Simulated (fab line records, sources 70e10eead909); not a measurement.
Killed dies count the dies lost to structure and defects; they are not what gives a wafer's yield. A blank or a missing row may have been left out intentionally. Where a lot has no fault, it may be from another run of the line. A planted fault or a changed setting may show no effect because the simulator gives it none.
fab line records -- flow nand_harc
record lots=6, wafers=16, last_day=33
route steps=1302 shown A_CONTACT@991 END@1302
lots untouched by any fault: they come from a run of this same line in which no faults occurred
start_h: hours from the record's opening day to when the first of the lot's shown wafers began -- wait_h: hours elapsed since this lot's preceding step -- " unchanged from the row above -- L1.1+2: one row covering several wafers at once -- - no value, or no start given -- * or withheld: withheld -- < > ~ a bound
route shown NAME@n: a module of which the file shows steps, and the number in the route of the first -- usual: mean and standard deviation over wafers with no fault -- same: alike in all rows -- chamber/n: place in a boat -- sites: the reading at each site -- _std_site: standard deviation across them -- _edge_site: the outer-site mean with the inner-site mean subtracted -- radius_mm: for every site, how far away it sits from the centre of the wafer -- mask NAME#n: copy n -- behind: the tool/chamber that last shaped the wafer -- hold: what put the lot on hold/how long, in hours/how the hold closed -- device: whichever transistor did not switch (one of n, p or np) -- end of line: tests of these same wafers at the route's end -- step lacking rows: just its recipe -- killed: at the first sort, the dies lost to defects and structure; wafer yield is something else -- map: per-die view of a wafer (x killed, . not killed, _ where there is no die)
set.NAME: the setting as run; set.NAME@STEP: as run at that earlier step -- model.NAME: the simulator's own value behind a step, which no gauge read
lots at selected steps of the route; one table per step, one row per wafer
services: the hour from which a tool's chamber was out of use, counted from the record's first day as start_h (under 0 if before that day), plus the number of hours and why
## steps
# step NHARC_A_CONTACT_COAT_36
# recipe spin_rpm=1500, resist_thk_nm=90
# step NHARC_A_CONTACT_SOFTBAKE_37
# recipe temp_c=105, time_s=55
# step NHARC_A_CONTACT_EBR_38
# step NHARC_A_CONTACT_EXPOSE_39
# recipe na=1.35, sigma_outer=0.8, dose_mj=58.79, mask_id=A_CC_3
# step NHARC_A_CONTACT_PEB_40
# recipe peb_temp_c=100, peb_time_s=65
# step NHARC_A_CONTACT_DEVELOP_41
# recipe develop_time_s=35, dev_temp_c=23
# step NHARC_A_CONTACT_CD_MEAS_42
# recipe target_cd_nm=300, landing_energy_ev=500
# usual cd_nm=299.8/0.73
lot.wafer,tool,chamber,start_h,wait_h,cd_nm
L953.1,cd_sem-03,0,543.49,-,299.5
L953.3,cd_sem-03,0,543.49,-,300.5
L953.6,cd_sem-03,0,543.49,-,299.6
L952.1,cd_sem-03,0,550.21,-,300.2
L952.5,cd_sem-03,0,550.21,-,299.5
L952.6,cd_sem-03,0,550.21,-,299.5
L956.3,cd_sem-01,0,589.84,-,299.1
L956.4,cd_sem-01,0,589.84,-,300.5
L959.2,cd_sem-02,0,597.32,-,299.3
L959.6,cd_sem-02,0,597.32,-,299.8
L968.1,cd_sem-02,0,696.79,-,299.3
L968.4,cd_sem-02,0,696.79,-,299.5
L968.5,cd_sem-02,0,696.79,-,299.7
L970.2,cd_sem-02,0,716.98,-,299.2
L970.4,cd_sem-02,0,716.98,-,301.0
L970.5,cd_sem-02,0,716.98,-,301.3
# step NHARC_A_CONTACT_OVL_MEAS_43
# usual overlay_x_nm=-0.1/0.73, overlay_y_nm=0.0/0.77
lot.wafer,tool,chamber,start_h,wait_h,overlay_x_nm,overlay_y_nm
L953.1,overlay-01,-,543.59,-,0.5,-0.7
L953.3,overlay-01,-,543.59,-,1.2,-0.1
L953.6,overlay-01,-,543.59,-,0.8,-0.1
L952.1,overlay-01,-,550.30,-,0.0,-0.2
L952.5,overlay-01,-,550.30,-,-0.4,-0.4
L952.6,overlay-01,-,550.30,-,-0.5,-1.1
L956.3,overlay-01,-,589.92,-,-0.3,-0.3
L956.4,overlay-01,-,589.92,-,-0.4,0.4
L959.2,overlay-01,-,597.41,-,0.0,-0.6
L959.6,overlay-01,-,597.41,-,0.5,-0.6
L968.1,overlay-02,-,696.88,-,0.6,1.2
L968.4,overlay-02,-,696.88,-,0.2,0.3
L968.5,overlay-02,-,696.88,-,0.5,0.8
L970.2,overlay-02,-,717.07,-,0.2,-0.4
L970.4,overlay-02,-,717.07,-,0.9,-0.4
L970.5,overlay-02,-,717.07,-,0.8,-0.6
# step NHARC_A_CONTACT_INSPECT_44
# usual raw_defect_count=86/39
lot.wafer,tool,chamber,start_h,wait_h,raw_defect_count
L953.1,defect_inspect-01,-,543.63,0.0,76
L953.3,defect_inspect-01,-,543.63,0.0,73
L953.6,defect_inspect-01,-,543.63,0.0,68
L952.1,defect_inspect-01,-,550.33,0.0,56
L952.5,defect_inspect-01,-,550.33,0.0,64
L952.6,defect_inspect-01,-,550.33,0.0,66
L956.3,defect_inspect-01,-,589.96,0.0,135
L956.4,defect_inspect-01,-,589.96,0.0,128
L959.2,defect_inspect-02,-,597.44,0.0,48
L959.6,defect_inspect-02,-,597.44,0.0,39
L968.1,defect_inspect-02,-,696.91,0.0,34
L968.4,defect_inspect-02,-,696.91,0.0,38
L968.5,defect_inspect-02,-,696.91,0.0,46
L970.2,defect_inspect-01,-,717.11,0.0,53
L970.4,defect_inspect-01,-,717.11,0.0,44
L970.5,defect_inspect-01,-,717.11,0.0,70
# step NHARC_A_CONTACT_DESCUM_47
# recipe time_s=3, o2_flow_sccm=200, ar_flow_sccm=0, bias_power_w=0, chemistry=O2
# usual chamber_pressure_mTorr=60.00/0.051, drypump_motor_current_A=5.7/0.32, mfc_ar_sccm=0.009/0.011, oes_product_au=0.999/0.016, rf_vpp_V=57.8/0.85, showerhead_plenum_p_Torr=1.93/0.12, throttle_valve_pct=11.312/0.0096
lot.wafer,tool,chamber,start_h,wait_h,chamber_pressure_mTorr,drypump_motor_current_A,mfc_ar_sccm,oes_product_au,rf_hours_counter_h,rf_vpp_V,showerhead_plenum_p_Torr,throttle_valve_pct
L953.1,rie_diel-12,0,543.69,0.1,60.04,5.5,0,1.008,15,56.9,2.07,11.324
L953.3,rie_diel-12,1,543.69,0.1,60.10,6.0,0,1.007,16,58.2,1.77,11.306
L953.6,rie_diel-12,0,543.69,0.1,60.03,5.5,0,1.010,-,57.8,2.07,11.292
L952.1,rie_diel-10,1,550.41,0.1,60.00,5.2,0,1.004,38,57.8,1.97,11.303
L952.5,rie_diel-10,3,550.41,0.1,59.98,6.1,0.033,0.995,-,58.3,1.89,11.288
L952.6,rie_diel-10,0,550.41,0.1,59.99,6.1,0,0.989,-,58.2,1.77,11.301
L956.3,rie_diel-12,2,590.02,0.1,60.04,5.9,0.018,0.989,24,58.6,1.77,11.332
L956.4,rie_diel-12,3,590.02,0.1,60.00,5.4,0.013,1.030,25,59.2,2.00,11.303
L959.2,rie_diel-12,2,597.52,0.1,59.99,5.9,0.018,0.976,27,56.4,1.77,11.308
L959.6,rie_diel-12,0,597.52,0.1,60.03,5.6,0,1.005,-,58.1,2.07,11.311
L968.1,rie_diel-10,1,696.98,0.1,59.98,5.2,0,1.004,40,57.3,1.95,11.298
L968.4,rie_diel-10,2,696.98,0.1,60.05,5.6,0,0.999,36,56.6,2.06,11.312
L968.5,rie_diel-10,1,696.98,0.1,59.96,5.2,0,0.998,-,57.4,1.95,11.299
L970.4,rie_diel-10,1,717.18,0.1,60.01,5.2,0,0.985,41,59.1,1.95,11.309
L970.2,rie_diel-10,3,717.18,0.1,59.93,6.1,0.033,0.992,44,58.0,1.87,11.313
L970.5,rie_diel-10,1,717.18,0.1,60.05,5.2,0,0.979,-,58.2,1.95,11.299
# step NHARC_A_CONTACT_ETCH_48
# recipe target_depth_a=390, over_etch_frac=0.3, time_s=65, ion_energy_ev=80, cf4_flow_sccm=150, ar_flow_sccm=0, rf_w=300, bias_w=100, chemistry=CF4
# usual chamber_pressure_mTorr=50.00/0.049, drypump_motor_current_A=5.7/0.32, mfc_ar_sccm=0.008/0.011, oes_product_au=0.998/0.016, rf_vpp_V=151.4/1.5, showerhead_plenum_p_Torr=1.78/0.1, throttle_valve_pct=13.284/0.0096
# same over_etch_frac=0.3
lot.wafer,tool,chamber,start_h,wait_h,chamber_pressure_mTorr,drypump_motor_current_A,mfc_ar_sccm,oes_product_au,rf_hours_counter_h,rf_vpp_V,showerhead_plenum_p_Torr,throttle_valve_pct
L953.1,rie_diel-12,1,543.77,0.1,50.02,6.1,0,1.006,16,149.6,1.64,13.278
L953.3,rie_diel-12,0,543.77,0.1,49.95,5.5,0,1.008,15,153.4,1.90,13.293
L953.6,rie_diel-12,1,543.77,0.1,49.97,6.0,0,1.000,-,150.5,1.64,13.265
L952.1,rie_diel-10,2,550.50,0.1,50.03,5.5,0,1.014,37,149.6,1.64,13.293
L952.6,rie_diel-10,3,550.50,0.1,50.05,6.1,0.033,0.991,-,150.4,1.75,13.289
L952.5,rie_diel-10,0,550.50,0.1,49.95,6.1,0,0.984,-,151.4,1.64,13.281
L956.3,rie_diel-12,3,590.12,0.1,50.11,5.4,0.013,1.025,25,151.0,1.84,13.293
L956.4,rie_diel-12,1,590.12,0.1,50.01,6.0,0,1.001,23,150.1,1.64,13.284
L959.2,rie_diel-12,1,597.59,0.1,50.03,6.1,0,0.998,26,149.5,1.64,13.278
L959.6,rie_diel-12,2,597.59,0.1,50.01,5.9,0.018,0.984,-,149.5,1.65,13.280
L968.1,rie_diel-10,3,697.12,0.1,50.04,6.1,0.033,1.003,36,152.2,1.74,13.284
L968.4,rie_diel-10,0,697.12,0.1,50.08,6.1,0,0.978,36,153.2,1.90,13.274
L968.5,rie_diel-10,2,697.12,0.1,50.00,5.6,0,1.002,-,155.7,1.90,13.287
L970.2,rie_diel-10,2,717.26,0.1,50.03,5.5,0,0.996,43,152.3,1.90,13.273
L970.4,rie_diel-10,0,717.26,0.1,49.99,6.1,0,0.979,43,152.7,1.90,13.279
L970.5,rie_diel-10,1,717.26,0.1,49.93,5.2,0,0.984,-,150.8,1.80,13.300
# step NHARC_A_CONTACT_ETCH_49
# recipe target_depth_a=2600, over_etch_frac=0.3, time_s=475.3, ion_energy_ev=200, n2_flow_sccm=150, h2_flow_sccm=150, ar_flow_sccm=0, rf_w=400, bias_w=150, chemistry=N2/H2
# usual chamber_pressure_mTorr=30.000/0.026, drypump_motor_current_A=5.7/0.32, mfc_ar_sccm=0.009/0.012, oes_product_au=0.999/0.015, rf_vpp_V=431/3.5, showerhead_plenum_p_Torr=2.06/0.13, throttle_valve_pct=14.171/0.0088
# same over_etch_frac=0.3
lot.wafer,tool,chamber,start_h,wait_h,chamber_pressure_mTorr,drypump_motor_current_A,mfc_ar_sccm,oes_product_au,rf_hours_counter_h,rf_vpp_V,showerhead_plenum_p_Torr,throttle_valve_pct
L953.3,rie_diel-12,3,-,-,30.040,5.4,0.013,1.027,19,433,2.14,14.175
L953.1,rie_diel-12,1,-,-,29.983,6.1,0,1.012,16,425,1.88,14.182
L953.6,rie_diel-12,3,-,-,30.010,5.4,0.013,1.032,-,434,2.14,14.173
L952.1,rie_diel-10,0,-,-,29.987,6.2,0,0.986,47,427,1.88,14.173
L952.5,rie_diel-10,2,-,-,29.980,5.5,0,1.003,-,425,1.88,14.179
L952.6,rie_diel-10,3,-,-,29.938,6.1,0.033,0.993,-,430,2.02,14.178
L956.4,rie_diel-12,2,-,-,30.021,5.9,0.018,0.985,25,426,1.89,14.159
L956.3,rie_diel-12,1,-,-,29.973,6.1,0,0.997,24,426,1.88,14.178
L959.2,rie_diel-12,1,-,-,29.994,6.0,0,0.995,26,426,1.88,14.167
L959.6,rie_diel-12,3,-,-,29.984,5.4,0.013,1.028,-,434,2.14,14.188
L968.1,rie_diel-10,3,-,-,30.052,6.1,0.033,1.001,36,428,2.00,14.160
L968.4,rie_diel-10,1,-,-,30.023,5.2,0,0.979,41,431,2.08,14.166
L968.5,rie_diel-10,2,-,-,30.011,5.5,0,0.998,-,434,2.21,14.177
L970.2,rie_diel-10,1,-,-,29.958,5.2,0,0.993,41,430,2.08,14.175
L970.4,rie_diel-10,0,-,-,29.977,6.1,0,0.970,43,435,2.20,14.162
L970.5,rie_diel-10,1,-,-,30.040,5.2,0,0.990,-,432,2.08,14.184
# step NHARC_A_CONTACT_ETCH_50
# recipe target_depth_a=1210, time_s=60.5, cf4_flow_sccm=100, chf3_flow_sccm=30, ar_flow_sccm=0, rf_w=500, bias_w=200, chemistry=CF4/CHF3
# usual chamber_pressure_mTorr=24.999/0.023, drypump_motor_current_A=5.7/0.32, mfc_ar_sccm=0.009/0.011, oes_product_au=0.949/0.025, rf_vpp_V=371/3.1, showerhead_plenum_p_Torr=1.59/0.089, throttle_valve_pct=16.801/0.0085
lot.wafer,tool,chamber,start_h,wait_h,chamber_pressure_mTorr,drypump_motor_current_A,mfc_ar_sccm,oes_product_au,rf_hours_counter_h,rf_vpp_V,showerhead_plenum_p_Torr,throttle_valve_pct
L953.1,rie_diel-12,0,544.22,-,25.012,5.6,0,0.963,15,374,1.70,16.812
L953.3,rie_diel-12,2,544.22,-,25.014,5.9,0.018,0.949,17,367,1.47,16.798
L953.6,rie_diel-12,3,544.22,-,24.998,5.4,0.013,0.995,-,373,1.64,16.800
L952.1,rie_diel-10,2,550.94,-,24.945,5.6,0,0.996,37,366,1.46,16.803
L952.5,rie_diel-10,3,550.94,-,24.981,6.1,0.033,0.944,-,370,1.56,16.805
L952.6,rie_diel-10,0,550.94,-,24.995,6.1,0,0.943,-,367,1.46,16.792
L956.3,rie_diel-12,0,590.83,-,25.024,5.5,0,0.960,22,375,1.69,16.799
L956.4,rie_diel-12,1,590.83,-,24.972,6.1,0,0.840,24,366,1.46,16.801
L959.2,rie_diel-12,0,598.05,-,24.987,5.5,0,0.970,24,376,1.69,16.807
L959.6,rie_diel-12,1,598.05,-,24.988,6.0,0,0.840,-,368,1.46,16.786
L968.1,rie_diel-10,3,697.56,-,25.008,6.1,0.033,0.910,36,369,1.54,16.800
L968.4,rie_diel-10,1,697.56,-,24.994,5.2,0,0.925,41,371,1.60,16.789
L968.5,rie_diel-10,2,697.56,-,25.024,5.5,0,0.955,-,373,1.69,16.806
L970.4,rie_diel-10,2,717.70,-,25.010,5.5,0,0.957,44,376,1.69,16.797
L970.2,rie_diel-10,0,717.70,-,25.012,6.2,0,0.924,44,375,1.69,16.805
L970.5,rie_diel-10,2,717.70,-,25.047,5.5,0,0.967,-,374,1.69,16.809
# step NHARC_A_CONTACT_ETCH_51
# recipe target_depth_a=70000, over_etch_frac=0.3, time_s=1820, ion_energy_ev=150, o2_flow_sccm=400, cos_flow_sccm=20, ar_flow_sccm=0, rf_w=500, bias_w=300, chemistry=O2/COS
# usual chamber_pressure_mTorr=19.999/0.02, cos_flow_sccm=20.00/0.062, drypump_motor_current_A=5.7/0.32, mfc_ar_sccm=0.008/0.011, oes_product_au=0.997/0.016, rf_vpp_V=314.5/2.6, showerhead_plenum_p_Torr=3.15/0.18, throttle_valve_pct=28.330/0.0095
# same over_etch_frac=0.3
lot.wafer,tool,chamber,start_h,wait_h,chamber_pressure_mTorr,cos_flow_sccm,drypump_motor_current_A,mfc_ar_sccm,oes_product_au,rf_hours_counter_h,rf_vpp_V,showerhead_plenum_p_Torr,throttle_valve_pct
L953.3,rie_diel-12,2,-,-,20.016,20.04,5.9,0.018,0.980,17,310.0,2.91,28.331
L953.1,rie_diel-12,3,-,-,19.981,19.95,5.4,0.013,1.028,19,316.5,3.26,28.335
L953.6,rie_diel-12,2,-,-,19.992,19.96,5.9,0.018,0.983,-,311.2,2.91,28.335
L952.1,rie_diel-10,3,-,-,19.994,20.09,6.1,0.033,1.004,46,314.6,3.09,28.321
L952.5,rie_diel-10,1,-,-,20.000,20.04,5.2,0,0.996,-,315.2,3.20,28.316
L952.6,rie_diel-10,2,-,-,20.012,20.00,5.6,0,1.016,-,309.8,2.89,28.326
L956.4,rie_diel-12,1,-,-,19.994,20.00,6.1,0,0.996,24,310.1,2.89,28.327
L956.3,rie_diel-12,3,-,-,20.004,20.14,5.4,0.013,1.034,26,316.7,3.26,28.346
L959.2,rie_diel-12,0,-,-,20.025,19.94,5.5,0,1.004,24,317.2,3.36,28.338
L959.6,rie_diel-12,3,-,-,20.010,20.07,5.5,0.013,1.014,-,316.7,3.26,28.319
L968.4,rie_diel-10,3,-,-,19.989,19.91,6.1,0.033,0.995,37,312.7,3.06,28.337
L968.1,rie_diel-10,2,-,-,20.026,20.09,5.5,0,0.990,37,316.5,3.35,28.337
L968.5,rie_diel-10,3,-,-,20.023,19.99,6.1,0.033,0.990,-,313.5,3.06,28.322
L970.2,rie_diel-10,3,-,-,19.974,19.94,6.1,0.033,0.994,44,313.4,3.06,28.319
L970.4,rie_diel-10,0,-,-,19.995,20.00,6.1,0,0.972,44,316.7,3.35,28.346
L970.5,rie_diel-10,2,-,-,20.038,19.93,5.5,0,0.999,-,318.9,3.35,28.322
# step NHARC_END_SORT_01
# recipe temp_c=25
# usual killed_at_array=52/17, killed_at_other=1.2/1.4, killed_at_periphery=4.7/2.9, killed_dies=58/17, killed_open=3.2/1.9, killed_short=2.4/1.4
# same gross_dies=677
lot.wafer,tool,chamber,start_h,wait_h,killed_at_array,killed_at_other,killed_at_periphery,killed_dies,killed_open,killed_short
L956.4,prober-02,0,663.12,3.4,213,1,8,222,3,2
L959.6,prober-02,0,672.51,4.0,178,1,3,182,6,0
# killed by level:class
L956.4 A_CONTACT:area_etch=145 A_CHANNEL_HOLE_D2:chamber_film_flake=21 A_SLIT:chamber_film_flake=21 A_CHANNEL_HOLE_D1:chamber_film_flake=11 P_GATE:chamber_film_flake=4 A_CONTACT:chamber_film_flake=4 A_CHANNEL_FILL_D1:geometric_particle:short=2 A_CHANNEL_HOLE_D2:geometric_particle:open=2
L959.6 A_CONTACT:area_etch=131 A_CHANNEL_HOLE_D2:chamber_film_flake=20 A_CONTACT:chamber_film_flake=8 A_CHANNEL_HOLE_D1:chamber_film_flake=4 A_SLIT:chamber_film_flake=3 A_BLC:chamber_film_flake=3 P_GATE:geometric_particle:open=2 A_M0:geometric_particle:open=2
# map L956.4 (x killed, . not)
____________.____________
_________...xx.._________
_______x....xx...._______
______.............______
_____.x.....x..x.xx._____
____..x...x..........____
____.....xx.......xx.____
___..........x.......x___
___...xx...x.....x..x.___
__....x.x..x...........__
__...x.x..x...xx..x....__
_x....xxx.x.x..........._
_...x....xx.x.........x._
_...x..x..x..x....x..x.._
_.x.x....x.x.x...x..x.xx_
_x....x....x.x.x......x._
............xx.......x..x
...x.x..xxxx..x...x.xx...
..x.xx...x....x......xx.x
.x.x.xxx.xxxxxx...x..x...
.x...x..........x.x......
_...x.xxx...x.x..xx....._
_.....x....x....x...x.x._
_.xxx.xx..x.x...xx..xx.x_
_x...xx.x.x.x....x......_
_x..xx.xx.xx.xxx.x....xx_
__xx....x..........xx..__
__.x..xx......xx.x.x...__
___.......xx.x........___
___..xx.xxx.xx.xx.x...___
____.x.xx....xx.xx.x.____
____......x..xxxxxxx.____
_____x..xx.x..xxxxxx_____
______xx....xxxx.x.______
_______x.xx.x.xxxx_______
_________xxxxxxx_________
____________x____________
# map L959.6 (x killed, . not)
____________.____________
_________......._________
_______..x....x..._______
______xxxxx...x.x..______
_____...xx.....x...._____
____x...x.........x..____
____....x....xxx.x.x.____
___x.....xxx..x...x...___
___x.x.x...x......x...___
__.xx....x.....x.xx...x__
__.xxx.....xx.xx..x...x__
_........x....x.x...x.x._
_.....xx.x......xx.....x_
_x......x.x..x....xx...._
_.xx......x.x.x.......xx_
_x........xxx...xx......_
..xx.x...xxxx.xx.x...x.x.
....x....x..xx..xx..x....
...x....x..xxxx....xx.x..
....x.x.xx...............
xx...x.....x.xx.x..xx..x.
_.......xxx.x...xx......_
_....xx......xx..xxxx.xx_
_.xx..xxxx......x.....x._
_.....x.xx..x.....x..x.._
_.....x.xx...........x.x_
__....x....x...........__
__...x....xxx..........__
___...........x.......___
___.x.................___
____....x.xxx....x...____
____..x..x....x..x...____
_____.........x.x..._____
______.x....x..xx..______
_______...x......._______
_________x...xx._________
____________.____________
## services
tool,chamber,start_h,hours,kind
rie_diel-10,0,529.74,-,clean
rie_diel-10,1,529.74,-,clean
rie_diel-10,2,529.74,-,clean
rie_diel-10,3,529.74,-,clean
rie_diel-10,2,543.91,4.8,repair
rie_diel-10,0,554.24,-,clean
rie_diel-10,1,554.24,-,clean
rie_diel-10,2,554.24,-,clean
rie_diel-10,3,554.24,-,clean
rie_diel-10,0,578.74,-,clean
rie_diel-10,1,578.74,-,clean
rie_diel-10,2,578.74,-,clean
rie_diel-10,3,578.74,-,clean
rie_diel-10,-,598.86,9.0,pm
rie_diel-10,0,598.86,9.0,vent_cycle
rie_diel-10,1,598.86,9.0,vent_cycle
rie_diel-10,2,598.86,9.0,vent_cycle
rie_diel-10,3,598.86,9.0,vent_cycle
rie_diel-10,0,607.86,-,clean
rie_diel-10,0,607.86,-,consumable_replace:showerhead
rie_diel-12,-,622.40,9.0,pm
rie_diel-12,2,632.62,14.1,repair
rie_diel-10,0,635.75,1.2,repair
rie_diel-10,1,698.98,18.1,repair
## key
first_sign step=NHARC_A_CONTACT_ETCH_50, reading=oes_product_au, direction=down, sigmas=4.4, usual=0.949, struck=0.840
effect step=NHARC_END_SORT_01, reading=killed_at_array, direction=up, sigmas=8.6, usual=52, struck=196
more_kills_born_at NHARC_A_CONTACT_ETCH_50@rie_diel-12=276
met_at NHARC_A_CONTACT_ETCH_50
struck_wafers L956.4,L959.6
tester_left_out L956,L959
onset_between 544.22 590.83
fault kind=process_parameter_drift, tool=rie_diel-12, chamber=-, onset_h=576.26, steps=NHARC_A_CONTACT_ETCH_50, channel=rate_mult, offset=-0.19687, shape=step, end_h=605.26, scope=struck_wafers_only
# tester_left_out: of these lots the tester's yield and bins aren't shown, on N5 and GAA mostly nor the transistor test; their killed dies are dies lost to structure and defects alone, not to doping, threshold or leakage, so they don't give the yield
